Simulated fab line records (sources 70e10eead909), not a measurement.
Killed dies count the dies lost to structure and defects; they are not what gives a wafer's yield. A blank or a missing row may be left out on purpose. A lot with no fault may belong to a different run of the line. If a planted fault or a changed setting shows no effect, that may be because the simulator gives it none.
What tool caused it?	flow nand harc	11 lots, 33 wafers sampled, at 6 steps of a route of 1302

WHAT EACH GAUGE READ, for each wafer
NHARC_A_CHANNEL_HOLE_D2_OVL_MEAS_11.
lot	measured	on	overlay x nm (nm)
L076	day 14 12:36	overlay-02	0.4 0.8 0.6
L079	day 15 01:39	overlay-02	0.1 0.6 0.2
L080	day 15 18:49	overlay-01	-0.5 0.2 -0.5
L082	day 16 09:35	overlay-02	1.1 0.9 0.9
L085	day 18 00:59	overlay-01	-0.3 -0.6 0.3
L087	day 18 18:03	overlay-02	-1.1 -1.0 -0.9
L089	day 19 05:20	overlay-01	0.1 0.9 0.6
L091	day 20 06:31	overlay-02	-0.4 0.4 -0.3
L093	day 20 16:13	overlay-01	-0.2 -0.5 0.0
L095	day 22 07:12	overlay-01	-0.9 -0.7 -1.3
L097	day 22 23:58	overlay-02	0.4 0.2 0.7

EACH LOT AND THE TOOL THAT RAN IT (in order: tool; ch and the chambers of the sampled wafers; start)
lot	NHARC_P_BONDPAD_ACTIVATE_29	NHARC_A_CHANNEL_HOLE_D1_ETCH_38	NHARC_A_CHANNEL_HOLE_D1_ETCH_39	NHARC_A_CHANNEL_HOLE_D1_ETCH_44	NHARC_A_CHANNEL_FILL_D1_CMP_10
L076	rie diel-06 ch 0,2,3, day 7 21:08	rie diel-12 ch 0,1,2, day 9 15:59	rie diel-12 ch 2,3, day 9 22:09 or earlier	rie diel-12 ch 0,1,2, day 9 22:09	cmp-02 ch 0,3, day 12 01:13
L079	rie diel-06 ch 1,2,3, day 8 20:47	rie diel-12 ch 0,1, day 10 12:35	rie diel-12 ch 0,1,2, day 10 18:26 or earlier	rie diel-01 ch 0,1,2, day 10 18:26	cmp-04 ch 0,3, day 13 00:44
L080	rie diel-06 ch 1,2,3, day 9 14:36	rie diel-04 ch 0,1, day 11 05:51	rie diel-04 ch 0,1,3, day 11 11:44 or earlier	rie diel-12 ch 0,1, day 11 11:44	cmp-03 ch 0,2, day 13 13:44
L082	rie diel-11 ch 1,2, day 10 07:14	rie diel-01 ch 2,3, day 11 19:23	rie diel-01 ch 1,2,3, day 12 01:12 or earlier	rie diel-12 ch 0,1, day 12 01:12	cmp-03 ch 0,1, day 14 03:52
L085	rie diel-11 ch 0,3, day 11 11:23	rie diel-12 ch 2,3, day 13 02:55	rie diel-12 ch 1,2, day 13 08:55 or earlier	rie diel-04 ch 0,1,3, day 13 08:55	cmp-02 ch 1,2,3, day 15 12:50
L087	rie diel-11 ch 0,2,3, day 12 00:40	rie diel-04 ch 0,1,2, day 14 08:22	rie diel-04 ch 1,2,3, day 14 16:06 or earlier	rie diel-04 ch 1,2,3, day 14 16:06	cmp-03 ch 1,2,3, day 16 16:53
L089	rie diel-06 ch 0,1,2, day 12 21:22	rie diel-12 ch 1,2,3, day 14 17:17	rie diel-12 ch 0,1,3, day 15 04:34 or earlier	rie diel-12 ch 0,2,3, day 15 04:34	cmp-02 ch 0,1,3, day 17 04:16
L091	rie diel-06 ch 0,1, day 13 15:29	rie diel-01 ch 2,3, day 15 15:11	rie diel-01 ch 0,1,3, day 15 22:13 or earlier	rie diel-12 ch 0,1,2, day 15 22:13	cmp-03 ch 0,1,3, day 18 01:19
L093	rie diel-06 ch 1,3, day 14 11:53	rie diel-12 ch 0,1, day 16 03:20	rie diel-12 ch 0,1,2, day 16 09:13 or earlier	rie diel-12 ch 1,2,3, day 16 09:13	cmp-02 ch 0,3, day 18 12:40
L095	rie diel-11 ch 0,1,2, day 15 22:17	rie diel-12 ch 0,2,3, day 17 19:40	rie diel-12 ch 1,2,3, day 18 01:29 or earlier	rie diel-12 ch 0,1,2, day 18 01:29	cmp-02 ch 1,2,3, day 20 02:30
L097	rie diel-02 ch 0,1,2, day 16 09:13	rie diel-12 ch 1,2, day 18 03:02	rie diel-12 ch 2,3, day 18 09:24 or earlier	rie diel-12 ch 0,2, day 18 09:24	cmp-04 ch 0,1,2, day 20 08:27
- NHARC_P_BONDPAD_ACTIVATE_29: chemistry N2, time 60 s.
- NHARC_A_CHANNEL_HOLE_D1_ETCH_38: etches the open film in CF4, target depth 39 nm, time 65 s.
- NHARC_A_CHANNEL_HOLE_D1_ETCH_39: etches the open film in N2/H2, target depth 260 nm, time 325 s.
- NHARC_A_CHANNEL_HOLE_D1_ETCH_44: etches the open film in CF4/O2, target depth 140 nm, overetch 14 nm, time 77 s.
- NHARC_A_CHANNEL_FILL_D1_CMP_10: polishes, target thk 150 nm.

THE ANSWER, worked out from the rows above alone
Rule: what is usual is taken from the lots themselves. The widest of any qualifying gaps counts: lots, ordered by their means at a reading, are off when they make up no more than a third of the lots, leave a main group of 4 or more, and stand apart from it by 3 or more times the standard deviation of that group's means. The tables above print the reading to a certain number of digits; a main group whose means all agree to those digits is not used. A lot without any number at a reading at which 4 lots or more have one is off too. Where the step has rows for the other lots, those lots are counted as sound.
None of the lots is off at any reading shown; this tells nothing.

WHAT THE SIMULATOR PUT IN
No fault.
